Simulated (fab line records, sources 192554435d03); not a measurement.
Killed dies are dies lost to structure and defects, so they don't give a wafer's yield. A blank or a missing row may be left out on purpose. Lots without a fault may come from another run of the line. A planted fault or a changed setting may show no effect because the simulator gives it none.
Split-lot experiment | flow n5_finfet | 7 lots, 21 wafers read, on a route of 1938 steps

THE SPLIT
At N5_WELL_APT_COAT_02 (resist thk 950 nm), the setting spin_rpm was moved away from the recipe's 1357 rpm on 9 of the 21 wafers read, by -9.7% to -4.9%. The other wafers ran this setting at the recipe's value.

The reading is taken at the split's own step.

THE READING
coat_of_WELL_APT_COAT_02.thk_nm (the simulator's own value, which no gauge read), in nm, at N5_WELL_APT_COAT_02 (resist thk 950 nm). The file gives no usual value for it. The 12 wafers here that ran the recipe average 949.3 nm, standard deviation 2.3 nm.

wafer  | tool, chamber at the split | spin_rpm as run, rpm | against the recipe | coat_of_WELL_APT_COAT_02.thk_nm, nm | against lot-mates on the recipe
L080.1 | litho_track-01, 0          | 1357                 | recipe             | 949.5                               | -
L080.2 | litho_track-01, 0          | 1357                 | recipe             | 951.9                               | -
L080.6 | litho_track-01, 0          | 1272                 | -6.3%              | 982.1                               | +31.4
L081.2 | litho_track-04, 0          | 1357                 | recipe             | 949.8                               | -
L081.5 | litho_track-04, 0          | 1357                 | recipe             | 948.7                               | -
L081.6 | litho_track-04, 0          | 1357                 | recipe             | 947.6                               | -
L083.1 | litho_track-04, 0          | 1249                 | -8.0%              | 989.7                               | +39.9
L083.2 | litho_track-04, 0          | 1249                 | -8.0%              | 989.4                               | +39.6
L083.6 | litho_track-04, 0          | 1357                 | recipe             | 949.8                               | -
L087.2 | litho_track-01, 0          | 1357                 | recipe             | 946.4                               | -
L087.5 | litho_track-01, 0          | 1357                 | recipe             | 948.7                               | -
L087.6 | litho_track-01, 0          | 1357                 | recipe             | 948.8                               | -
L089.1 | litho_track-05, 0          | 1357                 | recipe             | 951.9                               | -
L089.3 | litho_track-05, 0          | 1291                 | -4.9%              | 975.3                               | +23.4
L089.4 | litho_track-05, 0          | 1291                 | -4.9%              | 976.8                               | +24.9
L092.1 | litho_track-04, 0          | 1287                 | -5.2%              | 973.2                               | +28.4
L092.3 | litho_track-04, 0          | 1287                 | -5.2%              | 972.5                               | +27.7
L092.5 | litho_track-04, 0          | 1357                 | recipe             | 944.8                               | -
L096.1 | litho_track-04, 0          | 1225                 | -9.7%              | 1004                                | +50.6
L096.3 | litho_track-04, 0          | 1225                 | -9.7%              | 1003                                | +49.6
L096.6 | litho_track-04, 0          | 1357                 | recipe             | 953.4                               | -

THE FIT
A straight line over all 21 wafers: coat_of_WELL_APT_COAT_02.thk_nm changes by -5.31 nm for each +1% of spin_rpm; r = -0.99; the points scatter about the line by 2.5 nm.
The same after taking each lot's own level away (the mean of its wafers on the recipe; 21 wafers): -5.11 nm for each +1%; r = -1.00; scatter 1 nm.
On that fit, the largest move of spin_rpm shifts the reading by 50 nm.
The lots' own levels span 944.80 to 953.40 nm, that is 3.7 times the standard deviation above.
So the lot-to-lot level changes the slope little: the two slopes agree.
Check: with one of the wafers moved furthest among these (-9.7%) left out of the fit, the line predicts +49.4 nm for it against its lot-mates. It came out at +50.6 nm against them.

THE FILE'S OWN FIT
coat_of_WELL_APT_COAT_02.thk_nm changes by -5.09 nm for each +1% of spin_rpm, r = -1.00.
